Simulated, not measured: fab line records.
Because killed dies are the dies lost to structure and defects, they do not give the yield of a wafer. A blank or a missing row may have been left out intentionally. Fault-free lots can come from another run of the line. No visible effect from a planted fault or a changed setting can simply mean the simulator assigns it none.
A single fault, viewed from 2 desks || flow n5Finfet || every desk sees just its own numbers, and what lay behind them comes last
Where a reading is given only as a bound, like >300, the bound stands for it, and a mean or a difference that rests on one is marked > or <: the true number lies beyond.

DESK OF THE TOOL OWNER: rieDiel-01
The tool's own readings at N5_MIM_BOT_ETCH_STRIP_01 (strips in O2): means of the sampled wafers that have a number, for each lot that ran on this tool. If a lot's mean is further than 4 standard deviations from the usual mean, the lot is out of limits and carries the mark OUT (the distance appears in the brackets).
Columns: A = chamberPressureMTorr at N5_MIM_BOT_ETCH_STRIP_01, usual 30.01 mTorr; B = drypumpMotorCurrentA at N5_MIM_BOT_ETCH_STRIP_01, usual 5.6 A; C = oesProductAu at N5_MIM_BOT_ETCH_STRIP_01, usual 0.81 a.u.; D = rfVppV at N5_MIM_BOT_ETCH_STRIP_01, usual 3.7 V; E = showerheadPlenumPTorr at N5_MIM_BOT_ETCH_STRIP_01, usual 2.10 Torr; F = throttleValvePct at N5_MIM_BOT_ETCH_STRIP_01, usual 16.64 %
{"lot": "L346", "first seen here": "day 14 07:37", "A": 30.01, "B": 5.5, "C": 0.73, "D": 3.2, "E": 2.13, "F": 16.89}
{"lot": "L351", "first seen here": "day 15 23:47", "A": 29.94, "B": 5.8, "C": 0.86, "D": 3.1, "E": 2.11, "F": 16.61}
{"lot": "L354", "first seen here": "day 16 18:00", "A": 29.95, "B": 5.6, "C": 0.79, "D": 4.2, "E": 2.09, "F": 16.72}
This desk's verdict: no lot among the 3 shows anything out of limits.

THE DEFECT DESK
For each lot, the counts of the inspections along the route, averaged over the sampled wafers that have a number. If a lot's mean is further than 4 standard deviations from the usual mean, the lot is out of limits and carries the mark OUT (the distance appears in the brackets).
Columns: A = rawDefectCount at N5_PASSIVATION_INSPECT_61, usual 1.9
{"lot": "L346", "first seen here": "day 14 09:34", "A": 2.7}
{"lot": "L351", "first seen here": "day 16 02:16", "A": ">293 (+99 or more) OUT"}
{"lot": "L354", "first seen here": "day 16 20:34", "A": ">300 (+99 or more) OUT"}
{"lot": "L359", "first seen here": "day 17 22:16", "A": 2.3}
This desk's finding: out of limits on L351, L354; first on L351, day 16 02:16 (rawDefectCount at N5_PASSIVATION_INSPECT_61). L346, L359: within limits.

BROUGHT TOGETHER
The defect desk could have raised an alarm at day 16 02:16, on L351, L354.
Nothing out of limits was seen by the tool owner's desk.
Tool owner's desk: L351, L354 on record, inside its limits.
N5_MIM_BOT_ETCH_STRIP_01 was run on rieDiel-01 by each of the lots named.

WHAT THE SIMULATOR HAD PUT IN
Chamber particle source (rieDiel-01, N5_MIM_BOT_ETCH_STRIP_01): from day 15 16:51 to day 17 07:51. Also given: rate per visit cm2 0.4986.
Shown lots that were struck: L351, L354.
Hours from the fault's start to each desk's first reading out of limits: the defect desk, 9.
